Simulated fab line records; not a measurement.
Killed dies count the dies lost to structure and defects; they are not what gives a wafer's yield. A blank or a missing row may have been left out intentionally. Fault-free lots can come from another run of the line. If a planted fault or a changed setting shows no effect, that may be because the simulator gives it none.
Chamber matching    flow n5_finfet    4 sister chambers for N5_ILD0_CMP_07 on cmp-03
The step polishes SiO2 flowable, stops on poly-Si, t overpolish 1.18 s, target thk 138.88 nm. 4 wafers are shown with their chamber, then 7 later ones without.

## WAFERS WITH THEIR CHAMBER
wafer   chamber  motor_current_A (A)
L369.1  3        11.8
L373.6  1        10.5
L375.2  2        13.5
L375.3  0        10.4

## WAFERS WHOSE CHAMBER IS MISSING
wafer   motor_current_A (A)
L375.5  11.4
L377.2  11.3
L377.3  12.6
L377.4  11.0
L378.2  11.6
L378.3  10.2
L378.6  11.1

## EACH ONE'S CHAMBER
wafer   from the rows above           in truth
L375.5  can't be placed: 3 or 1 or 0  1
L377.2  can't be placed: 3 or 1 or 0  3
L377.3  can't be placed: 3 or 2       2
L377.4  can't be placed: 1 or 0 or 3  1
L378.2  can't be placed: 3 or 1       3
L378.3  can't be placed: 0 or 1       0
L378.6  can't be placed: 1 or 0 or 3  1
Correct placement for 0 of the 7. Cannot be placed on the basis of these rows: 7; the candidates contain the true chamber in 7. Wrongly placed: 0.
How it was worked out, from the rows above alone: a wafer's distance from a chamber is the root of the sum, over the readings, of the square of ((its reading less the chamber's mean) divided by the reading's scatter). The wafer belongs to the nearest chamber; if the next one is less than 2 further off, it can't be placed. A chamber's mean is the mean of its shown wafers. The scatter: with one shown wafer a chamber, the root of the mean of the squares of how far each hidden wafer lies from its nearest shown one.
